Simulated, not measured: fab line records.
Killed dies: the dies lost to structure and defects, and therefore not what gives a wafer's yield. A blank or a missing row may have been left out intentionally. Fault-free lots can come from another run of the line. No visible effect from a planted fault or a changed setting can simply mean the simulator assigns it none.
Problem report in the 8D (eight disciplines) form, filled by code    flow n5Finfet    the parts of the form that need people (team, actions taken, sign-off) are left out

## 1. PROBLEM STATEMENT
killed_at_M0_to_M3 at N5_PASSIVATION_PROBE_49 reads a mean of 1107 on 9 wafers of 3 lots; wafers without a fault read 31 with a standard deviation of 11. Measured from the usual mean, that is +98 standard deviations.
First observed at day 14 14:16: wafer L982.1, on prober-01. At this step, 18 wafers from 6 lots have a number in the record. The rule behind "out" and "out of limits": a value lying over 4 standard deviations away from the usual mean. All remaining wafers that have a number are taken as sound.

## 2. WHAT IT IS, WHAT IT ISN'T
question                     is                                                                                                             is not
which readings at this step  killed_at_M0_to_M3, defectLimitedYield, killedDies, killedOnRim, sort_bin_5_function, sortNPass, sortYieldPct  killed_at_M4_up, killedAtContacts, killedAtFrontEnd, killedOpen, killedShort
which lots                   L981, L982, L983                                                                                               L976, L978, L994
which wafers of those lots   all that have a number                                                                                         -
read on which tools          prober-01, prober-02                                                                                           -
when                         from day 14 14:16                                                                                              up to then (6 sound wafers); but 3 sound wafers of L994 came after

## 3. SUSPECTS, AND WHAT RULES EACH OUT
Counting: a tool stays on the suspect list if, at a process step up to the reading, it processed all lots that are out and no sound lot following the first of them.
- pecvd-03 at N5_BEOL_M0_SAQP_HM_DEP_111 (deposits SiO2 from SiH4/N2O, target thk 12 nm, time 7.2 s): kept. All lots that are out passed through it, beginning with L981 at day 7 09:44, and no sound lot followed; its final sound lot before that point was L978 at day 6 10:21.
- vaporEtch-01 at N5_BEOL_M0_SAQP_RECESS_114 (chemistry HF/NH3, target SiO2, target depth 14.4 nm, afs cycles 3, sublimation time 60 s): ruled out as a lasting fault. Sound lots L994 ran on it after its first lot that is out, L981 (day 7 10:40).
- rieDiel-04 at N5_BEOL_M0_SAQP_STRIP_108 (strips in N2/H2): kept. All lots that are out passed through it, beginning with L981 at day 7 12:40, and no sound lot followed; its final sound lot before that point was L978 at day 6 15:50.
What counting leaves: pecvd-03 at N5_BEOL_M0_SAQP_HM_DEP_111 and rieDiel-04 at N5_BEOL_M0_SAQP_STRIP_108.

## 4. THE CAUSE (what the simulator had put in)
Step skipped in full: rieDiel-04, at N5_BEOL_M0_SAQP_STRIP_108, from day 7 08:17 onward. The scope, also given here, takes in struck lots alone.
Counting leaves 2 suspects; this tool is one of them.

## 5. THE EFFECT CHAIN, in route order
Each row: a reading whose mean over the struck wafers that have a number lies more than 3 standard deviations from the usual. Only readings whose record carries a usual standard deviation are examined. hours: median over the lots of the time between each lot's start at the first step of this table that gives one and its start at this step. sigmas: the change, counted in usual standard deviations.
hours  step                     reading              usual   on struck wafers  change  sigmas
0      N5_PASSIVATION_PROBE_49  defectLimitedYield   91.3 %  0.0               -91.3   -61
0      N5_PASSIVATION_PROBE_49  killed_at_M0_to_M3   31      1107              +1076   +98
0      N5_PASSIVATION_PROBE_49  killedDies           103     1180              +1077   +60
0      N5_PASSIVATION_PROBE_49  killedOnRim          14      152               +138    +31
0      N5_PASSIVATION_PROBE_49  sort_bin_5_function  5.1 %   96.4              +91.3   +91
0      N5_PASSIVATION_PROBE_49  sortNPass            1077    0                 -1077   -60
0      N5_PASSIVATION_PROBE_49  sortYieldPct         91.3 %  0.0               -91.3   -61
It contains these process steps:
- N5_PASSIVATION_PROBE_49
Readings that are blank on the struck wafers while sound wafers have them: biasPowerW at N5_BEOL_M0_SAQP_STRIP_108; chamberPressureMTorr at N5_BEOL_M0_SAQP_STRIP_108; drypumpMotorCurrentA at N5_BEOL_M0_SAQP_STRIP_108; n2FlowSccm at N5_BEOL_M0_SAQP_STRIP_108; oesProductAu at N5_BEOL_M0_SAQP_STRIP_108; rfVppV at N5_BEOL_M0_SAQP_STRIP_108; showerheadPlenumPTorr at N5_BEOL_M0_SAQP_STRIP_108; tempC at N5_BEOL_M0_SAQP_STRIP_108; and 1 more.

## 6. HOW IT WOULD HAVE BEEN CAUGHT EARLIER
In this record no reading fell out of limits until day 14 14:16, 174 hours after the fault had begun at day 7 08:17.
At N5_BEOL_M0_SAQP_STRIP_108 the tool's readings are blank on the struck wafers, where sound wafers have them: an empty tool record is the first sign, and it was there at once.
The start of N5_BEOL_M0_SAQP_STRIP_108 on rieDiel-04 came by day 14 14:16 for every one of the lots that are out (3). None of them would have been spared by holding the tool at that moment.
